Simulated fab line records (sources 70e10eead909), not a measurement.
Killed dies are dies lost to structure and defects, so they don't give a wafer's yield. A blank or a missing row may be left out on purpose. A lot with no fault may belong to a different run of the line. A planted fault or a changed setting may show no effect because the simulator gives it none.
8D (eight disciplines) problem report, filled in by code + flow nandHarc + the parts of the form that need people (team, actions taken, sign-off) are left out

== 1. THE ISSUE ==
Wafers with no fault read 3031 nm with a standard deviation of 230, whereas thkNm at NHARC_THIN_TSV_THK_MEAS_02 reads a mean of 2 nm on 1 wafer of 1 lot. Relative to the usual mean, that is a shift of -13 standard deviations.
The step: measures by ir.
First seen on wafer L636.3, day 28 20:40, on filmMetro-01. The record has a number at this step for 30 wafers belonging to 10 lots. The rule behind "out" and "out of limits": a value lying over 4 standard deviations away from the usual mean. All remaining wafers that have a number are taken as sound.

== 2. WHAT IT IS; WHAT IT IS NOT ==
| question                    | is                | is not                                                                                       |
|-----------------------------|-------------------|----------------------------------------------------------------------------------------------|
| which readings at this step | thkNm             | -                                                                                            |
| which lots                  | L636              | L624, L625, L626, L627, L643, L644, L645, L646, L647                                         |
| which wafers of those lots  | L636.3            | L636.4, L636.6                                                                               |
| read on which gauges        | filmMetro-01      | filmMetro-02                                                                                 |
| when                        | from day 28 20:40 | up to then (14 sound wafers); but 15 sound wafers of L643, L644, L645, L646, L647 came after |

== 3. SUSPECTS, AND WHAT RULES EACH OUT ==
Counting: a tool at a process step up to the reading stays a suspect if it ran every lot that is out. Sound lots after the first of them don't rule it out here, since some wafers of a struck lot are sound.
- the gauge at NHARC_THIN_TSV_THK_MEAS_02 is ruled out. All the wafers that are out were read on filmMetro-01, but those of them that NHARC_END_SORT_01 has rows for are out there too, on other tools.
- grinder-01 at NHARC_THIN_TSV_GRIND_00: kept. It processed L636, the lot that is out, at day 28 19:35, and its most recent sound lot before then was L625 at day 24 12:25.
- cmp-02 at NHARC_THIN_TSV_CMP_01 (polishes): kept. It processed L636, the lot that is out, at day 28 20:25, and its most recent sound lot before then was L625 at day 24 13:29.
- cmp-02, NHARC_THIN_TSV_CMP_01: wafers that are out in chamber 0, sound lot-mates in chambers 1, 2.
After counting, grinder-01 at NHARC_THIN_TSV_GRIND_00 and cmp-02 at NHARC_THIN_TSV_CMP_01 remain.

== 4. THE CAUSE (what the simulator had put in) ==
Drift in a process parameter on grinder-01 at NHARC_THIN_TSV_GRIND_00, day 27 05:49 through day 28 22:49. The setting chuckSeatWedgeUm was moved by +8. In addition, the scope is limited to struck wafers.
Counting left 2 suspects, and this tool is among them.

== 5. SEQUENCE OF EFFECTS, ordered by route ==
One row per reading whose mean, taken over the struck wafers that have a number, lies over 3 standard deviations from the usual. Readings are gone through only where the record gives a usual standard deviation; hours: the median, over the lots, of the time from a lot's start at the first step in this table giving one to that lot's start at this step; sigmas: the change measured in usual standard deviations.
| hours | step                       | reading            | usual   | on struck wafers | change | sigmas      |
|-------|----------------------------|--------------------|---------|------------------|--------|-------------|
| 0     | NHARC_THIN_TSV_THK_MEAS_02 | thkNm              | 3031 nm | 2                | -3029  | -13         |
| 20    | NHARC_END_SORT_01          | defectLimitedYield | 90.9 %  | 0.0              | -90.9  | -34         |
| 20    | NHARC_END_SORT_01          | killedAtOther      | 0.9     | 618.0            | +617.1 | +99 or more |
| 20    | NHARC_END_SORT_01          | killedDies         | 62      | 677              | +615   | +32         |

== 6. WHAT WOULD HAVE CAUGHT IT SOONER ==
39 hours passed between the start of the fault at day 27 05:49 and the first reading out of limits at a measuring or inspecting step in this record, taken at day 28 20:40.
An alarm limit of 4 standard deviations would not have fired on the tool readings at NHARC_THIN_TSV_GRIND_00 for which the record gives a usual standard deviation, since none of them was out on any struck wafer.
By day 28 20:40, every lot that is out (1) had started NHARC_THIN_TSV_GRIND_00 on grinder-01. Holding the tool at that point would not have protected any of them.
